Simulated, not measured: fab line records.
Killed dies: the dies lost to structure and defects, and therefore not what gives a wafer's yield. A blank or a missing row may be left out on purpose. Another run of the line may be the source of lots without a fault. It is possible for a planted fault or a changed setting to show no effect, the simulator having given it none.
Chamber matching ; flow n5-finfet ; N5_BEOL_M5_ALD_86 on ald-metal-04: 4 sister chambers
The step deposits TaN, pulse time 2 s, purge time 3 s, co reactant purge time 2 s. 14 wafers are shown with their chamber, then 7 later ones without.

## WAFERS, EACH WITH ITS CHAMBER
wafer;chamber;heater-power-w (W)
L078.1;2;410
L078.2;0;387
L078.3;3;444
L082.4;0;390
L082.5;1;373
L082.6;0;401
L088.2;1;380
L088.5;1;381
L088.6;0;410
L087.1;2;417
L087.2;1;369
L087.6;0;398
L089.2;0;398
L089.4;1;366

SIGNATURES, as means of the wafers listed above
reading;chamber 0;chamber 1;chamber 2;chamber 3;scatter within a chamber
heater-power-w;397.33;373.80;413.50;444.00;7.31
Rule: for each reading, subtract the chamber's mean from the wafer's reading, divide by that reading's scatter and square the result; add these up over the readings and take the root, which gives the wafer's distance from the chamber. The wafer belongs to the nearest chamber; if the next one is less than 2 further off, it can't be placed. The scatter: the root of (the sum of the squares of (reading less its chamber's mean) over the shown wafers, divided by (wafers less chambers)).

## WAFERS MISSING THEIR CHAMBER
wafer;heater-power-w (W)
L089.5;412
L092.4;414
L092.5;401
L092.6;446
L093.1;375
L093.2;401
L093.4;443

## CHAMBER TAKEN BY EACH
wafer;from the rows above;in truth
L089.5;can't be placed: 2 or 0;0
L092.4;2;2
L092.5;can't be placed: 0 or 2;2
L092.6;3;3
L093.1;1;1
L093.2;can't be placed: 0 or 2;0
L093.4;3;3
Placed correctly: 4 of 7. Not placeable from these rows: 3 (in 3, the candidates include the true chamber). 0 placed wrongly.
